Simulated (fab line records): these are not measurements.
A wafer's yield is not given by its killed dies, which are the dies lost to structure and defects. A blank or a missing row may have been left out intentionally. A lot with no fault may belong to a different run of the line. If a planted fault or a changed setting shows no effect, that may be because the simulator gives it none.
Matching of chambers / flow nand-harc / rie-diel-04 running NHARC_A_CHANNEL_HOLE_D1_ETCH_38: 4 sister chambers
The step etches the open film in CF4, target depth 39 nm, time 65 s. 42 wafers are shown with their chamber, then 12 later ones without.

== WAFERS, EACH WITH ITS CHAMBER ==
wafer=L076.3; chamber=1; showerhead-plenum-p-Torr (Torr)=1.82; oes-product-au (a.u.)=1.002; rf-vpp-V (V)=152.1
wafer=L076.4; chamber=2; showerhead-plenum-p-Torr (Torr)=1.81; oes-product-au (a.u.)=0.981; rf-vpp-V (V)=152.0
wafer=L076.6; chamber=0; showerhead-plenum-p-Torr (Torr)=1.77; oes-product-au (a.u.)=1.015; rf-vpp-V (V)=151.6
wafer=L077.4; chamber=0; showerhead-plenum-p-Torr (Torr)=1.77; oes-product-au (a.u.)=1.013; rf-vpp-V (V)=150.3
wafer=L077.5; chamber=2; showerhead-plenum-p-Torr (Torr)=1.81; oes-product-au (a.u.)=0.971; rf-vpp-V (V)=152.3
wafer=L077.6; chamber=1; showerhead-plenum-p-Torr (Torr)=1.82; oes-product-au (a.u.)=1.004; rf-vpp-V (V)=151.7
wafer=L078.1; chamber=0; showerhead-plenum-p-Torr (Torr)=1.78; oes-product-au (a.u.)=1.002; rf-vpp-V (V)=150.3
wafer=L078.3; chamber=2; showerhead-plenum-p-Torr (Torr)=1.81; oes-product-au (a.u.)=0.969; rf-vpp-V (V)=153.4
wafer=L078.6; chamber=3; showerhead-plenum-p-Torr (Torr)=1.69; oes-product-au (a.u.)=1.018; rf-vpp-V (V)=150.2
wafer=L079.3; chamber=1; showerhead-plenum-p-Torr (Torr)=1.82; oes-product-au (a.u.)=1.016; rf-vpp-V (V)=151.9
wafer=L079.4; chamber=2; showerhead-plenum-p-Torr (Torr)=1.81; oes-product-au (a.u.)=0.976; rf-vpp-V (V)=151.1
wafer=L079.5; chamber=0; showerhead-plenum-p-Torr (Torr)=1.77; oes-product-au (a.u.)=1.011; rf-vpp-V (V)=149.8
wafer=L081.2; chamber=0; showerhead-plenum-p-Torr (Torr)=1.77; oes-product-au (a.u.)=1.009; rf-vpp-V (V)=151.2
wafer=L081.3; chamber=2; showerhead-plenum-p-Torr (Torr)=1.80; oes-product-au (a.u.)=0.988; rf-vpp-V (V)=151.7
wafer=L081.5; chamber=2; showerhead-plenum-p-Torr (Torr)=1.80; oes-product-au (a.u.)=0.982; rf-vpp-V (V)=153.4
wafer=L081.1; chamber=1; showerhead-plenum-p-Torr (Torr)=1.82; oes-product-au (a.u.)=1.034; rf-vpp-V (V)=151.8
wafer=L081.4; chamber=3; showerhead-plenum-p-Torr (Torr)=1.69; oes-product-au (a.u.)=1.021; rf-vpp-V (V)=150.0
wafer=L081.6; chamber=3; showerhead-plenum-p-Torr (Torr)=1.69; oes-product-au (a.u.)=1.021; rf-vpp-V (V)=150.8
wafer=L083.1; chamber=1; showerhead-plenum-p-Torr (Torr)=1.82; oes-product-au (a.u.)=1.017; rf-vpp-V (V)=153.1
wafer=L083.2; chamber=2; showerhead-plenum-p-Torr (Torr)=1.80; oes-product-au (a.u.)=0.991; rf-vpp-V (V)=152.8
wafer=L083.6; chamber=1; showerhead-plenum-p-Torr (Torr)=1.82; oes-product-au (a.u.)=1.013; rf-vpp-V (V)=151.1
wafer=L084.1; chamber=1; showerhead-plenum-p-Torr (Torr)=1.82; oes-product-au (a.u.)=1.015; rf-vpp-V (V)=150.9
wafer=L084.5; chamber=1; showerhead-plenum-p-Torr (Torr)=1.82; oes-product-au (a.u.)=1.017; rf-vpp-V (V)=152.1
wafer=L084.6; chamber=3; showerhead-plenum-p-Torr (Torr)=1.69; oes-product-au (a.u.)=1.017; rf-vpp-V (V)=150.4
wafer=L085.3; chamber=3; showerhead-plenum-p-Torr (Torr)=1.69; oes-product-au (a.u.)=1.011; rf-vpp-V (V)=149.7
wafer=L085.5; chamber=3; showerhead-plenum-p-Torr (Torr)=1.69; oes-product-au (a.u.)=1.009; rf-vpp-V (V)=150.5
wafer=L085.6; chamber=2; showerhead-plenum-p-Torr (Torr)=1.80; oes-product-au (a.u.)=0.975; rf-vpp-V (V)=152.5
wafer=L086.2; chamber=1; showerhead-plenum-p-Torr (Torr)=1.82; oes-product-au (a.u.)=1.023; rf-vpp-V (V)=153.8
wafer=L086.4; chamber=2; showerhead-plenum-p-Torr (Torr)=1.80; oes-product-au (a.u.)=0.973; rf-vpp-V (V)=150.9
wafer=L086.6; chamber=0; showerhead-plenum-p-Torr (Torr)=1.77; oes-product-au (a.u.)=0.999; rf-vpp-V (V)=151.7
wafer=L088.1; chamber=2; showerhead-plenum-p-Torr (Torr)=1.80; oes-product-au (a.u.)=0.980; rf-vpp-V (V)=150.9
wafer=L088.3; chamber=0; showerhead-plenum-p-Torr (Torr)=1.77; oes-product-au (a.u.)=1.015; rf-vpp-V (V)=151.2
wafer=L088.6; chamber=0; showerhead-plenum-p-Torr (Torr)=1.77; oes-product-au (a.u.)=1.014; rf-vpp-V (V)=150.6
wafer=L089.2; chamber=3; showerhead-plenum-p-Torr (Torr)=1.69; oes-product-au (a.u.)=1.016; rf-vpp-V (V)=151.2
wafer=L089.3; chamber=1; showerhead-plenum-p-Torr (Torr)=1.82; oes-product-au (a.u.)=1.018; rf-vpp-V (V)=152.0
wafer=L089.5; chamber=1; showerhead-plenum-p-Torr (Torr)=1.82; oes-product-au (a.u.)=1.020; rf-vpp-V (V)=152.7
wafer=L090.2; chamber=2; showerhead-plenum-p-Torr (Torr)=1.80; oes-product-au (a.u.)=0.978; rf-vpp-V (V)=153.2
wafer=L090.3; chamber=3; showerhead-plenum-p-Torr (Torr)=1.69; oes-product-au (a.u.)=1.025; rf-vpp-V (V)=150.5
wafer=L090.4; chamber=1; showerhead-plenum-p-Torr (Torr)=1.82; oes-product-au (a.u.)=1.011; rf-vpp-V (V)=151.0
wafer=L091.2; chamber=0; showerhead-plenum-p-Torr (Torr)=1.77; oes-product-au (a.u.)=0.994; rf-vpp-V (V)=151.2
wafer=L091.5; chamber=1; showerhead-plenum-p-Torr (Torr)=1.81; oes-product-au (a.u.)=1.014; rf-vpp-V (V)=150.1
wafer=L091.6; chamber=2; showerhead-plenum-p-Torr (Torr)=1.80; oes-product-au (a.u.)=0.982; rf-vpp-V (V)=152.7

SIGNATURES, as means of the wafers listed above
reading=showerhead-plenum-p-Torr; chamber 0=1.7711; chamber 1=1.8192; chamber 2=1.8033; chamber 3=1.6900; scatter within a chamber=0.00343
reading=oes-product-au; chamber 0=1.00800; chamber 1=1.01569; chamber 2=0.97883; chamber 3=1.01725; scatter within a chamber=0.00712
reading=rf-vpp-V; chamber 0=150.878; chamber 1=151.869; chamber 2=152.242; chamber 3=150.412; scatter within a chamber=0.825
Rule: distance of a wafer from a chamber = root of the sum over the readings of ((wafer's reading minus chamber's mean) / reading's scatter) squared. If the next closest chamber is less than 2 further off than the closest, the wafer can't be placed; otherwise it belongs to the closest. The scatter: take each reading less its chamber's mean, square it, sum over the shown wafers, divide by the number of wafers less the number of chambers, and take the root.

== WAFERS WITHOUT THEIR CHAMBER ==
wafer=L093.2; showerhead-plenum-p-Torr (Torr)=1.81; oes-product-au (a.u.)=1.004; rf-vpp-V (V)=151.2
wafer=L093.4; showerhead-plenum-p-Torr (Torr)=1.68; oes-product-au (a.u.)=1.004; rf-vpp-V (V)=147.7
wafer=L093.5; showerhead-plenum-p-Torr (Torr)=1.77; oes-product-au (a.u.)=0.986; rf-vpp-V (V)=150.5
wafer=L094.3; showerhead-plenum-p-Torr (Torr)=1.81; oes-product-au (a.u.)=0.995; rf-vpp-V (V)=152.5
wafer=L094.4; showerhead-plenum-p-Torr (Torr)=1.80; oes-product-au (a.u.)=0.981; rf-vpp-V (V)=150.9
wafer=L094.6; showerhead-plenum-p-Torr (Torr)=1.81; oes-product-au (a.u.)=1.004; rf-vpp-V (V)=152.2
wafer=L095.3; showerhead-plenum-p-Torr (Torr)=1.81; oes-product-au (a.u.)=0.999; rf-vpp-V (V)=152.7
wafer=L095.5; showerhead-plenum-p-Torr (Torr)=1.77; oes-product-au (a.u.)=0.990; rf-vpp-V (V)=152.2
wafer=L095.6; showerhead-plenum-p-Torr (Torr)=1.81; oes-product-au (a.u.)=0.996; rf-vpp-V (V)=152.9
wafer=L097.3; showerhead-plenum-p-Torr (Torr)=1.80; oes-product-au (a.u.)=0.984; rf-vpp-V (V)=151.2
wafer=L097.4; showerhead-plenum-p-Torr (Torr)=1.68; oes-product-au (a.u.)=1.003; rf-vpp-V (V)=149.3
wafer=L097.5; showerhead-plenum-p-Torr (Torr)=1.80; oes-product-au (a.u.)=0.976; rf-vpp-V (V)=152.8

== WHICH CHAMBER EACH WENT THROUGH ==
wafer=L093.2; from the rows above=can't be placed: 1 or 2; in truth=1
wafer=L093.4; from the rows above=3; in truth=3
wafer=L093.5; from the rows above=0; in truth=0
wafer=L094.3; from the rows above=can't be placed: 2 or 1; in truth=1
wafer=L094.4; from the rows above=2; in truth=2
wafer=L094.6; from the rows above=can't be placed: 1 or 2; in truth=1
wafer=L095.3; from the rows above=can't be placed: 2 or 1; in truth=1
wafer=L095.5; from the rows above=0; in truth=0
wafer=L095.6; from the rows above=can't be placed: 2 or 1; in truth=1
wafer=L097.3; from the rows above=2; in truth=2
wafer=L097.4; from the rows above=3; in truth=3
wafer=L097.5; from the rows above=2; in truth=2
Correctly placed: 7 of 12. Can't be placed from these rows: 5 (the true chamber is among the candidates in 5). Number placed wrongly: 0.
